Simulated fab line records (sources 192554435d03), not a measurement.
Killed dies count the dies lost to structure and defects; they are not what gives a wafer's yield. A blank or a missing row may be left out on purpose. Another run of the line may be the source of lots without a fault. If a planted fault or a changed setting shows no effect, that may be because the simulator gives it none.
Chamber matching || flow n5 finfet || rie diel-04 running N5_BEOL_M9_ETCH_61: 4 sister chambers
The step etches SiARC in CF4, target depth 39 nm, time 65 s. 8 wafers are shown with their chamber, then 8 later ones without.

## WAFERS PAIRED WITH THEIR CHAMBERS
{"wafer": "L080.2", "chamber": 0, "showerhead plenum p Torr (Torr)": 2.11, "drypump motor current A (A)": 5.5}
{"wafer": "L082.6", "chamber": 2, "showerhead plenum p Torr (Torr)": 2.20, "drypump motor current A (A)": 6.1}
{"wafer": "L083.4", "chamber": 0, "showerhead plenum p Torr (Torr)": 2.11, "drypump motor current A (A)": 5.6}
{"wafer": "L083.5", "chamber": 1, "showerhead plenum p Torr (Torr)": 2.14, "drypump motor current A (A)": 6.5}
{"wafer": "L087.2", "chamber": 3, "showerhead plenum p Torr (Torr)": 2.21, "drypump motor current A (A)": 5.3}
{"wafer": "L087.4", "chamber": 1, "showerhead plenum p Torr (Torr)": 2.13, "drypump motor current A (A)": 6.5}
{"wafer": "L087.6", "chamber": 3, "showerhead plenum p Torr (Torr)": 2.21, "drypump motor current A (A)": 5.3}
{"wafer": "L086.1", "chamber": 2, "showerhead plenum p Torr (Torr)": 2.20, "drypump motor current A (A)": 6.1}

## WAFERS WITHOUT THEIR CHAMBER
{"wafer": "L086.2", "showerhead plenum p Torr (Torr)": 2.10, "drypump motor current A (A)": 5.5}
{"wafer": "L086.5", "showerhead plenum p Torr (Torr)": 2.20, "drypump motor current A (A)": 6.1}
{"wafer": "L089.2", "showerhead plenum p Torr (Torr)": 2.21, "drypump motor current A (A)": 5.3}
{"wafer": "L089.4", "showerhead plenum p Torr (Torr)": 2.10, "drypump motor current A (A)": 5.6}
{"wafer": "L089.6", "showerhead plenum p Torr (Torr)": 2.21, "drypump motor current A (A)": 5.3}
{"wafer": "L094.4", "showerhead plenum p Torr (Torr)": 2.19, "drypump motor current A (A)": 6.1}
{"wafer": "L094.5", "showerhead plenum p Torr (Torr)": 2.10, "drypump motor current A (A)": 5.6}
{"wafer": "L094.6", "showerhead plenum p Torr (Torr)": 2.13, "drypump motor current A (A)": 6.5}

## WHICH CHAMBER EACH ONE RAN IN
{"wafer": "L086.2", "from the rows above": 0, "in truth": 0}
{"wafer": "L086.5", "from the rows above": 2, "in truth": 2}
{"wafer": "L089.2", "from the rows above": 3, "in truth": 3}
{"wafer": "L089.4", "from the rows above": 0, "in truth": 0}
{"wafer": "L089.6", "from the rows above": 3, "in truth": 3}
{"wafer": "L094.4", "from the rows above": 2, "in truth": 2}
{"wafer": "L094.5", "from the rows above": 0, "in truth": 0}
{"wafer": "L094.6", "from the rows above": 1, "in truth": 1}
Correctly placed: 8 of 8. Number that these rows cannot place: 0. 0 placed wrongly.
How it was worked out, from the rows above alone: a wafer's distance from a chamber is the root of the sum, over the readings, of the square of ((its reading less the chamber's mean) divided by the reading's scatter). The wafer belongs to the nearest chamber; if the next one is less than 2 further off, it can't be placed. Each chamber's mean is taken over the wafers shown for it. The scatter: the root of (the sum of the squares of (reading less its chamber's mean) over the shown wafers, divided by (wafers less chambers)).
